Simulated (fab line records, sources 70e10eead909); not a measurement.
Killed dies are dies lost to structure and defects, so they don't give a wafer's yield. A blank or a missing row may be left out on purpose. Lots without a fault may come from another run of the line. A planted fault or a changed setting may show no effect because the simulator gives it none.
Which tool did it? | flow nand_harc | 14 lots, 41 wafers sampled, at 1 step of a route of 1159

WHAT THE GAUGES READ, wafer by wafer
NHARC_A_SLIT_OVL_MEAS_10.
lot  | measured     | on         | overlay_x_nm (nm) | overlay_y_nm (nm)
L681 | day 14 18:17 | overlay-02 | 1.3 0.7 0.7       | 0.3 0.3 0.0
L682 | day 14 18:35 | overlay-02 | -0.5 -1.2 -1.4    | -0.2 -0.5 -1.2
L684 | day 14 19:07 | overlay-01 | 0.5 0.4 1.1       | -0.6 -1.2 -1.0
L680 | day 14 20:26 | overlay-01 | 0.8 1.1 0.0       | 1.1 0.4 0.9
L686 | day 16 10:00 | overlay-01 | -1.4 -0.9         | -0.1 0.0
L692 | day 17 11:56 | overlay-01 | -1.3 -1.9 -1.5    | -1.1 -0.9 -0.7
L691 | day 17 12:05 | overlay-02 | -0.2 0.4 0.4      | 1.6 1.3 1.2
L697 | day 18 08:29 | overlay-01 | 0.2 0.5 0.6       | 0.6 0.6 0.5
L693 | day 19 01:08 | overlay-02 | -2.3 -1.4 -2.3    | 1.4 1.0 0.9
L695 | day 19 02:56 | overlay-02 | -0.5 0.3 -0.1     | 0.5 0.4 1.0
L700 | day 19 06:43 | overlay-02 | 1.4 1.4 1.1       | 0.5 -0.2 -0.4
L699 | day 19 07:41 | overlay-01 | 1.8 0.6 0.8       | 0.8 0.9 1.1
L702 | day 19 21:05 | overlay-01 | -0.3 0.8 0.2      | 0.5 0.8 0.6
L701 | day 19 22:23 | overlay-02 | 1.2 1.8 1.2       | 1.6 1.6 1.7

WHICH TOOL RAN EACH LOT (tool, then ch and the chambers of the sampled wafers, then the start)
The record holds no process step before these readings.

WHAT THE TOOLS THEMSELVES READ (means of the sampled wafers that have a number; where no wafer has one, the mark that the record gives instead)
The record holds no such reading with a usual standard deviation.

THE ANSWER, worked out from the rows above alone
Rule: what is usual is taken from the lots themselves. Put in order of their means at a reading, lots are off if they are a third of the lots or fewer, leave a main group of 4 or more, and stand apart from it by a gap of 3 or more times the standard deviation of the main group's means; of several such gaps the widest counts. A main group whose means are all the same, to the digits that the tables above print for the reading, isn't used. A lot without any number at a reading at which 4 lots or more have one is off too. The other lots that the step has rows for count as sound. The gauges are gone through in route order, then the tools' own readings, and for those a lot's mean is taken as printed above. The first step at which some lot is off is used, and at that step the reading that is off furthest; a lot without a number counts as furthest.
No lot is off at any reading shown: from this, nothing can be told.

WHAT THE SIMULATOR HAD PUT IN
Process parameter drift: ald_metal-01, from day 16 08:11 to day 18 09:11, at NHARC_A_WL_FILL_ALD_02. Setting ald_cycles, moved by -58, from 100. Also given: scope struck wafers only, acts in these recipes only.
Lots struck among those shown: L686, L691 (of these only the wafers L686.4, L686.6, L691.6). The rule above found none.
